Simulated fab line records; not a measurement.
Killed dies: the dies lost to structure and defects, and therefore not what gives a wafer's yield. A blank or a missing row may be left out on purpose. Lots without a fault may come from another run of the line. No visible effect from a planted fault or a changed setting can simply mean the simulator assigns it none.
What tool caused it? ; flow n5_finfet ; route of 1938 steps, sampled at 1 step: 12 lots, 36 wafers

WHAT THE GAUGES SHOWED, per wafer
N5_BEOL_M10_OVL_MEAS_29.
lot;measured;on;V9_OVL (nm)
L074;day 10 14:13;overlay-02;-0.1 0.3 -0.1
L077;day 11 07:19;overlay-01;0.2 0.5 0.2
L080;day 12 01:05;overlay-02;-0.3 -0.7 -0.5
L079;day 12 09:11;overlay-02;0.5 0.9 -0.1
L082;day 12 21:34;overlay-02;-0.9 0.3 -0.2
L085;day 13 14:09;overlay-01;0.0 0.1 -0.4
L089;day 14 00:34;overlay-01;0.0 0.2 0.6
L088;day 14 00:53;overlay-02;0.0 0.2 0.4
L091;day 14 08:14;overlay-01;0.1 0.5 0.7
L092;day 15 00:38;overlay-01;0.6 -0.5 -0.6
L095;day 15 22:26;overlay-01;0.1 -0.1 0.6
L097;day 16 13:58;overlay-02;0.6 0.6 -0.5

EACH LOT AND THE TOOL THAT RAN IT (in order: tool; ch and the chambers of the sampled wafers; start)
Record: no process step prior to these readings.

THE ANSWER, worked out from the rows above alone
Rule: the usual values come from the lots themselves. Put in order of their means at a reading, lots are off if they are a third of the lots or fewer, leave a main group of 4 or more, and stand apart from it by a gap of 3 or more times the standard deviation of the main group's means; of several such gaps the widest counts. A main group whose means are all the same, to the digits that the tables above print for the reading, isn't used. A lot without any number at a reading at which 4 lots or more have one is off too. Any other lot the step has rows for is counted as sound.
Nothing can be told from this: no lot is off at any reading shown.

WHAT HAD BEEN PUT IN BY THE SIMULATOR
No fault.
